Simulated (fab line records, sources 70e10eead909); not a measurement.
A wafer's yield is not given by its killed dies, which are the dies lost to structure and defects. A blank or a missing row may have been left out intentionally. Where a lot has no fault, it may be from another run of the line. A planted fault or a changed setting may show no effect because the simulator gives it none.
Problem report, 8D (eight disciplines) form, completed by code / flow nandHarc / the parts of the form that need people (team, actions taken, sign-off) are left out

1. THE ISSUE
rawDefectCount at NHARC_A_ONON_D1_INSPECT_32 reads a mean of 455 on 6 wafers of 2 lots; wafers without a fault read 71 with a standard deviation of 23. Relative to the usual mean, that is a shift of +17 standard deviations.
First seen on wafer L792.3, day 16 13:10, on defectInspect-01. Wafers with a number at this step in the record: 36, from 12 lots. The rule behind "out" and "out of limits": a value lying over 4 standard deviations away from the usual mean. The rest of the wafers with a number are treated as sound.

2. WHAT IT IS, WHAT IT ISN'T
question=which readings at this step; is=rawDefectCount; is not=-
question=which lots; is=L792, L795; is not=L772, L773, L774, L775, L777, L778, L779, L780, L784, L785
question=which wafers of those lots; is=all that have a number; is not=-
question=read on which gauges; is=defectInspect-01, defectInspect-02; is not=-
question=when; is=from day 16 13:10; is not=up to then (30 sound wafers)

3. WHAT RULES OUT EACH SUSPECT
Counting: a tool at a process step up to the reading stays a suspect if it ran every lot that is out and no sound lot after the first of them.
- ruled out: the gauge at NHARC_A_ONON_D1_INSPECT_32. The wafers that are out were read on 2 gauges (defectInspect-01, defectInspect-02).
- pecvd-02 at NHARC_A_ONON_D1_DEP_33 (deposits SiO2, target thk 200 nm): kept. It ran every lot that is out, first L792 (day 16 12:41), and no sound lot after that; its last sound lot up to then is L785 (day 14 00:13).
Remaining after the count: pecvd-02 at NHARC_A_ONON_D1_DEP_33.

4. THE CAUSE (what the simulator had put in)
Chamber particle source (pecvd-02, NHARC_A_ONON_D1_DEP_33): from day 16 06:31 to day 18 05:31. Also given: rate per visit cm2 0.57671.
This tool alone remained once counting was done.

5. THE CHAIN OF EFFECTS, in route order
Each row: a reading where the mean over the struck wafers with a number is more than 3 standard deviations away from the usual. Only readings whose record carries a usual standard deviation are examined. hours: median over the lots of the time between each lot's start at the first step of this table that gives one and its start at this step. sigmas: the change, counted in usual standard deviations.
hours=0; step=NHARC_A_ONON_D1_INSPECT_32; reading=rawDefectCount; usual=71; on struck wafers=455; change=+384; sigmas=+17
At these later measuring or inspecting steps, every struck wafer for which the step has a row has a number for every such reading, and none has moved that far: NHARC_END_SORT_01.

6. HOW IT WOULD HAVE BEEN CAUGHT EARLIER
Counted from the fault's start at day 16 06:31, it took 7 hours until the first out-of-limits reading at a measuring or inspecting step in this record, taken at day 16 13:10.
Of the tool readings at NHARC_A_ONON_D1_DEP_33 for which the record gives a usual standard deviation, none was out on any struck wafer, so an alarm limit of 4 standard deviations on them would not have fired.
Among the 2 lots that are out, L795 began NHARC_A_ONON_D1_DEP_33 on pecvd-02 after day 16 13:10. A hold on the tool at that time would have spared it.
